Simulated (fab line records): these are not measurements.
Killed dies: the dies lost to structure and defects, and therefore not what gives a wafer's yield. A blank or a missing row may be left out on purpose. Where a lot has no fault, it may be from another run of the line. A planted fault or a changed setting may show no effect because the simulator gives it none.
A struck lot beside a sound one || flow nand harc || 17 steps out of a route of 1159
Sound: the wafers L231.4, L231.5, L231.6. Wafers L243.1, L243.2, L243.6 were the ones struck. Last of all comes the cause.
Per side, at each step with rows, come the tool, then ch with its chambers, and then its first start. Under that, the readings that differ: sound wafers || struck wafers || difference of the means || sigmas: that difference in standard deviations of wafers without a fault.
alike: readings with means less than 2 such deviations apart, plus words and numbers identical on both sides. not compared: withheld readings, readings lacking a value on some wafer, bounds such as >300 that could conceal the same value, and numbers that have no deviation in the record and whose values overlap.
The two part at a step that has a row with sigmas, a row that says differs or no value, or rows on one side only. Non-overlapping numbers with no deviation appear without sigmas and do not part them. Lack of a reading on every wafer of one side parts them only where that side has two or more wafers.

NHARC_P_GATE_ALD_36: deposits SiNx, target thk 20 nm, pulse time 60 s, ald cycles 223.
  sound on ald sin-02 ch 0,2,3, day 5 06:45; struck on ald sin-04 ch 1,3, day 8 06:07
  alike: heater power w, precursor pulse height rel
NHARC_P_GATE_ETCHBACK_37: etches the open film in CHF3/O2, target depth 34.5 nm, time 17.2 s.
  sound: rie diel-05 ch 0,2,3; struck: rie diel-01 ch 0,1
  alike: chf3 flow sccm, drypump motor current A, oes product au, rf vpp V, showerhead plenum p Torr, throttle valve pct
  not compared: rf hours counter h
NHARC_P_GATE_STRIP_101: strips in O2, time 20 s.
  sound on rie diel-05 ch 0,1, day 5 13:11; struck on rie diel-01 ch 1,2,3, day 8 15:43
  alike: drypump motor current A, oes product au, rf vpp V, showerhead plenum p Torr, throttle valve pct
  not compared: rf hours counter h
then, 9 steps without rows for these wafers: NHARC_P_GATE_PRECLEAN_97 (cleans in SPM, time 600 s); NHARC_P_GATE_SRD_98; NHARC_P_GATE_PRECLEAN_99 (cleans in SC1); NHARC_P_GATE_SRD_100; NHARC_P_GATE_DEHYDRATE_38 (time 120 s); NHARC_P_GATE_HMDS_39 (time 30 s); NHARC_P_GATE_COAT_40; NHARC_P_GATE_SOFTBAKE_41 (time 95 s); NHARC_P_GATE_EBR_42.
NHARC_P_GATE_EXPOSE_43: exposes mask P NSD, target cd 720 nm.
  sound on krf scanner-03 ch 0, day 5 13:58; struck on krf scanner-03 ch 0, day 8 16:29
{"reading": "mask", "sound": "P_NSD#0 P_NSD#0 P_NSD#0", "struck": "P_PSD#0 P_PSD#0 P_PSD#0", "difference": "differs", "sigmas": ""}
  alike: stage vel mm s
then, 2 steps without rows for these wafers: NHARC_P_GATE_PEB_44 (peb time 85 s); NHARC_P_GATE_DEVELOP_45 (time 70 s).
NHARC_P_GATE_CD_MEAS_46: target cd 720 nm.
  sound on cd sem-02 ch 0, day 5 14:07; struck on cd sem-02 ch 0, day 8 16:38
{"reading": "cd nm (nm)", "sound": "719.9 720.6 720.6", "struck": "- - -", "difference": "no value on the struck wafers", "sigmas": ""}
then, 1 step without rows for these wafers: NHARC_P_GATE_HARDBAKE_47 (time 80 s).

## WHERE THEY PART
Last at NHARC_P_GATE_CD_MEAS_46 as far as this record goes, first at NHARC_P_GATE_EXPOSE_43.

WHY: the cause the simulator had injected
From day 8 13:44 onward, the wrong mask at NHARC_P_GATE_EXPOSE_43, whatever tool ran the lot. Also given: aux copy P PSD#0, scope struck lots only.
